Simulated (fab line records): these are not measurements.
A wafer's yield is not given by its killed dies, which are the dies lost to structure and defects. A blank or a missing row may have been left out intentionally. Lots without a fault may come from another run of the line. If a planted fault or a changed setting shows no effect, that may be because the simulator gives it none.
Matching of chambers | flow nand_harc | NHARC_A_STAIRCASE_DEP_471 on pecvd-04 has 3 sister chambers
The step deposits SiO2, target thk 100 nm. 20 wafers are shown with their chamber, then 9 later ones without.

## WAFERS PAIRED WITH THEIR CHAMBERS
wafer  | chamber | throttle_valve_pct (%) | heater_power_w (W)
L154.4 | 2       | 15.3                   | 435
L154.5 | 0       | 17.2                   | 596
L154.6 | 1       | 18.0                   | 523
L157.1 | 0       | 17.1                   | 594
L157.2 | 2       | 15.3                   | 444
L157.4 | 2       | 15.2                   | 464
L158.3 | 1       | 17.4                   | 479
L158.5 | 0       | 16.8                   | 554
L158.6 | 1       | 17.8                   | 479
L159.1 | 2       | 15.1                   | 496
L159.4 | 0       | 16.8                   | 592
L159.6 | 2       | 15.1                   | 494
L160.1 | 1       | 17.5                   | 482
L160.2 | 0       | 17.6                   | 610
L160.5 | 1       | 17.7                   | 472
L161.1 | 2       | 15.3                   | 463
L161.4 | 2       | 15.1                   | 471
L161.5 | 1       | 17.5                   | 457
L162.1 | 1       | 17.7                   | 380
L162.3 | 2       | 15.1                   | 484

SIGNATURES (means of the wafers above)
reading            | chamber 0 | chamber 1 | chamber 2 | scatter within a chamber
throttle_valve_pct | 17.100    | 17.657    | 15.188    | 0.212
heater_power_w     | 589.20    | 467.43    | 468.88    | 31.2
Rule: for a wafer and a chamber, the distance is found by dividing, reading by reading, the gap between the wafer's reading and the chamber's mean by the reading's scatter, squaring, summing and taking the root. The wafer belongs to the nearest chamber; if the next one is less than 2 further off, it can't be placed. How the scatter is found: for the shown wafers, subtract from each reading the mean of its chamber, square and add these, divide the total by (wafers less chambers), then take the root.

## WAFERS WHOSE CHAMBER IS MISSING
wafer  | throttle_valve_pct (%) | heater_power_w (W)
L162.6 | 17.3                   | 470
L165.1 | 17.7                   | 461
L165.5 | 15.5                   | 477
L172.2 | 15.5                   | 510
L172.3 | 16.7                   | 601
L172.5 | 15.4                   | 511
L174.2 | 17.3                   | 487
L174.5 | 16.5                   | 505
L174.6 | 17.3                   | 488

## THE CHAMBER EACH PASSED THROUGH
wafer  | from the rows above     | in truth
L162.6 | 1                       | 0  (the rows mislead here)
L165.1 | 1                       | 1
L165.5 | 2                       | 2
L172.2 | 2                       | 2
L172.3 | 0                       | 0
L172.5 | 2                       | 2
L174.2 | can't be placed: 1 or 0 | 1
L174.5 | can't be placed: 0 or 1 | 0
L174.6 | can't be placed: 1 or 0 | 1
5 of 9 placed correctly. Can't be placed from these rows: 3 (the true chamber is among the candidates in 3). Placed wrongly: 1.
